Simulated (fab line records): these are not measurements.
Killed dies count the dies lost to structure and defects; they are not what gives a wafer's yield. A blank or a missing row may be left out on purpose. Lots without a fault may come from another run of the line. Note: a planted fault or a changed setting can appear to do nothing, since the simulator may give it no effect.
Matching of chambers -- flow n5_finfet -- N5_BEOL_M15_DEP_53 on pecvd-02 has 3 sister chambers
The step deposits SiCN from 3MS/NH3, target thk 50 nm, time 17.8 s. 14 wafers are shown with their chamber, then 7 later ones without.

## WAFERS PAIRED WITH THEIR CHAMBERS
wafer,chamber,showerhead_plenum_p_Torr (Torr),throttle_valve_pct (%)
L077.1,1,4.144,18.7
L077.3,0,4.165,18.3
L077.6,2,4.181,17.6
L080.1,2,4.201,17.8
L080.4,0,4.163,18.2
L080.5,2,4.170,17.7
L084.2,2,4.175,18.1
L084.5,1,4.139,18.4
L084.6,0,4.167,17.9
L091.1,0,4.168,17.8
L091.4,0,4.155,17.9
L091.5,1,4.156,18.4
L095.4,0,4.162,17.9
L095.5,1,4.145,18.4

SIGNATURES, as means of the wafers listed above
reading,chamber 0,chamber 1,chamber 2,scatter within a chamber
showerhead_plenum_p_Torr,4.16333,4.14600,4.18175,0.00862
throttle_valve_pct,18.000,18.475,17.800,0.192
Rule: distance of a wafer from a chamber = root of the sum over the readings of ((wafer's reading minus chamber's mean) / reading's scatter) squared. If the next closest chamber is less than 2 further off than the closest, the wafer can't be placed; otherwise it belongs to the closest. The scatter is the square root of a quotient: the sum, over the shown wafers, of each reading's squared deviation from its chamber's mean, divided by wafers minus chambers.

## WAFERS WITH NO CHAMBER GIVEN
wafer,showerhead_plenum_p_Torr (Torr),throttle_valve_pct (%)
L095.6,4.179,17.8
L096.1,4.172,18.1
L096.3,4.152,18.5
L096.5,4.176,17.7
L097.2,4.169,17.9
L097.3,4.182,18.0
L097.6,4.178,18.1

## WHICH CHAMBER EACH ONE RAN IN
wafer,from the rows above,in truth
L095.6,can't be placed: 2 or 0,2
L096.1,can't be placed: 0 or 2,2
L096.3,1,1
L096.5,can't be placed: 2 or 0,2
L097.2,can't be placed: 0 or 2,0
L097.3,can't be placed: 2 or 0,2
L097.6,can't be placed: 2 or 0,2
Placed correctly: 1 of 7. Cannot be placed on the basis of these rows: 6; the candidates contain the true chamber in 6. 0 placed wrongly.
